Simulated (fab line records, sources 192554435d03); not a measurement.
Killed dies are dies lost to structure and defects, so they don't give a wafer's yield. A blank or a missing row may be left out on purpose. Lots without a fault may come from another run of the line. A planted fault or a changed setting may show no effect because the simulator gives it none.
Split-lot experiment | flow n5_finfet | 7 lots, 21 wafers read, on a route of 1938 steps

THE SPLIT
At N5_BEOL_M5_ETCH_68 (etches SOC in N2/H2, target depth 80 nm, overetch 16 nm, time 120 s), the setting bias_w was moved away from the recipe's 150 W on 8 of the 21 wafers read, by -6.3% to +14.4%. The other wafers ran this setting at the recipe's value.

The reading is taken at the split's own step.

THE READING
rf_vpp_V, in V, at N5_BEOL_M5_ETCH_68 (etches SOC in N2/H2, target depth 80 nm, overetch 16 nm, time 120 s). Fault-free wafers of this fab line usually give 524.6 V, standard deviation 2.5 V.

wafer  | tool, chamber at the split | bias_w as run, W | against the recipe | rf_vpp_V, V | against lot-mates on the recipe
L077.2 | rie_diel-04, 0             | 140.6            | -6.3%              | 503.8       | no lot-mate on the recipe
L077.3 | rie_diel-04, 1             | 140.6            | -6.3%              | 504.5       | no lot-mate on the recipe
L077.4 | rie_diel-04, 3             | 140.6            | -6.3%              | 507.0       | no lot-mate on the recipe
L084.1 | rie_diel-02, 1             | 150              | recipe             | 521.2       | -
L084.2 | rie_diel-02, 3             | 150              | recipe             | 523.8       | -
L084.4 | rie_diel-02, 0             | 150              | recipe             | 528.4       | -
L086.2 | rie_diel-05, 3             | 171.6            | +14.4%             | 566.2       | +45.5
L086.4 | rie_diel-05, 1             | 150              | recipe             | 519.2       | -
L086.6 | rie_diel-05, 2             | 150              | recipe             | 522.3       | -
L087.1 | rie_diel-02, 0             | 150              | recipe             | 529.3       | -
L087.2 | rie_diel-02, 3             | 170.1            | +13.4%             | 567.7       | +38.4
L087.6 | rie_diel-02, 1             | 170.1            | +13.4%             | 564.8       | +35.5
L093.4 | rie_diel-05, 3             | 150              | recipe             | 522.5       | -
L093.5 | rie_diel-05, 2             | 150              | recipe             | 522.0       | -
L093.6 | rie_diel-05, 3             | 150              | recipe             | 519.7       | -
L096.2 | rie_diel-04, 1             | 170.9            | +13.9%             | 569.5       | +41.5
L096.4 | rie_diel-04, 3             | 150              | recipe             | 528.0       | -
L096.6 | rie_diel-04, 3             | 170.9            | +13.9%             | 572.8       | +44.8
L097.1 | rie_diel-04, 0             | 150              | recipe             | 524.0       | -
L097.3 | rie_diel-04, 2             | 150              | recipe             | 526.7       | -
L097.4 | rie_diel-04, 1             | 150              | recipe             | 525.3       | -

THE FIT
A straight line over all 21 wafers: rf_vpp_V changes by +3.17 V for each +1% of bias_w; r = +0.99; the points scatter about the line by 3.1 V.
The same after taking each lot's own level away (the mean of its wafers on the recipe; 18 wafers): +2.98 V for each +1%; r = +0.99; scatter 2.2 V.
On that fit, the largest move of bias_w shifts the reading by 43 V.
The lots' own levels span 520.75 to 529.30 V, that is 3.4 times the standard deviation above.
So the lot-to-lot level changes the slope little: the two slopes agree.
Check: with one of the wafers moved furthest among these (+14.4%) left out of the fit, the line predicts +42.2 V for it against its lot-mates. It came out at +45.5 V against them.
Tool readings at the split's step, against how far the setting was moved: rf_vpp_V r = +0.99.

OTHER SPLITS ON THESE WAFERS
These wafers also went through other splits before the reading. Each is held against what the fit with the lots' levels taken away leaves over:
other split on the same wafers | wafers away from the commonest value | r with rf_vpp_V (lot level and that fit taken away)
N5_BEOL_M2_COAT_67 spin_rpm    | 4                                    | -0.09
N5_BEOL_M4_DESCUM_16 time_s    | 7                                    | +0.38
N5_BEOL_M4_COAT_67 spin_rpm    | 3                                    | +0.41
N5_BEOL_M5_COAT_05 spin_rpm    | 8                                    | -0.18

THE FILE'S OWN FIT
rf_vpp_V changes by +3.01 V for each +1% of bias_w, r = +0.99.
